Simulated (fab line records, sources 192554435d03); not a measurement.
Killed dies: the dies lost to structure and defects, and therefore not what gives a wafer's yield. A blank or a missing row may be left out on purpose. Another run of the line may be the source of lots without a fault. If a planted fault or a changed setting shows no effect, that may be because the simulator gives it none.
Matching of chambers | flow n5Finfet | 3 sister chambers for N5_BEOL_M7_PECVD_70 on pecvd-01
The step deposits SiO2 from TEOS/O2, target thk 20 nm, time 22.7 s. 3 wafers are shown with their chamber, then 8 later ones without.

WAFERS, EACH WITH ITS CHAMBER
wafer  | chamber | throttleValvePct (%)
L087.5 | 0       | 22.4
L090.5 | 2       | 20.3
L091.1 | 1       | 24.2

WAFERS WHOSE CHAMBER IS MISSING
wafer  | throttleValvePct (%)
L091.4 | 24.5
L091.5 | 24.7
L095.1 | 22.7
L095.2 | 20.4
L095.3 | 24.5
L096.1 | 22.6
L096.4 | 24.7
L096.5 | 22.5

WHICH CHAMBER EACH WENT THROUGH
wafer  | from the rows above | in truth
L091.4 | 1                   | 1
L091.5 | 1                   | 1
L095.1 | 0                   | 0
L095.2 | 2                   | 2
L095.3 | 1                   | 1
L096.1 | 0                   | 0
L096.4 | 1                   | 1
L096.5 | 0                   | 0
Correctly placed: 8 of 8. Not placeable from these rows: 0. Number placed wrongly: 0.
How it was worked out, from the rows above alone: a wafer's distance from a chamber is the root of the sum, over the readings, of the square of ((its reading less the chamber's mean) divided by the reading's scatter). The wafer belongs to the nearest chamber; if the next one is less than 2 further off, it can't be placed. Each chamber's mean is taken over the wafers shown for it. The scatter: with one shown wafer a chamber, the root of the mean of the squares of how far each hidden wafer lies from its nearest shown one.
